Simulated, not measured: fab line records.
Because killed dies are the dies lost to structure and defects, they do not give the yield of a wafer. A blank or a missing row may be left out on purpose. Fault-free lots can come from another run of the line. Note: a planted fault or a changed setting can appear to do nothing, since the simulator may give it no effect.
Matching of chambers :: flow nand_harc :: pecvd-01 running NHARC_A_BONDPAD_DEP_00: 3 sister chambers
The step deposits SiCN, target thk 250 nm. 6 wafers are shown with their chamber, then 8 later ones without.

== WAFERS, EACH WITH ITS CHAMBER ==
wafer: L084.6
chamber: 1
heater_power_w (W): 520

wafer: L082.3
chamber: 0
heater_power_w (W): 515

wafer: L082.5
chamber: 1
heater_power_w (W): 553

wafer: L087.4
chamber: 0
heater_power_w (W): 564

wafer: L087.6
chamber: 2
heater_power_w (W): 676

wafer: L089.2
chamber: 2
heater_power_w (W): 689

== WAFERS MISSING THEIR CHAMBER ==
wafer: L089.4
heater_power_w (W): 542

wafer: L089.5
heater_power_w (W): 562

wafer: L088.1
heater_power_w (W): 554

wafer: L088.2
heater_power_w (W): 667

wafer: L088.5
heater_power_w (W): 661

wafer: L094.1
heater_power_w (W): 563

wafer: L094.2
heater_power_w (W): 570

wafer: L094.3
heater_power_w (W): 625

== THE CHAMBER EACH PASSED THROUGH ==
wafer: L089.4
from the rows above: can't be placed: 0 or 1
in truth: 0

wafer: L089.5
from the rows above: can't be placed: 0 or 1
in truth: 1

wafer: L088.1
from the rows above: can't be placed: 0 or 1
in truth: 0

wafer: L088.2
from the rows above: 2
in truth: 2

wafer: L088.5
from the rows above: 2
in truth: 2

wafer: L094.1
from the rows above: can't be placed: 0 or 1
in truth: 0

wafer: L094.2
from the rows above: can't be placed: 0 or 1
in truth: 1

wafer: L094.3
from the rows above: can't be placed: 2 or 0 or 1
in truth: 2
Correct placement for 2 of the 8. From these rows, 6 cannot be placed; in 6 the true chamber is one of the candidates. Placed wrongly: 0.
How it was worked out, from the rows above alone: a wafer's distance from a chamber is the root of the sum, over the readings, of the square of ((its reading less the chamber's mean) divided by the reading's scatter). If the next closest chamber is less than 2 further off than the closest, the wafer can't be placed; otherwise it belongs to the closest. For every chamber, the mean is computed from those of its wafers that are shown. The scatter is the square root of a quotient: the sum, over the shown wafers, of each reading's squared deviation from its chamber's mean, divided by wafers minus chambers.
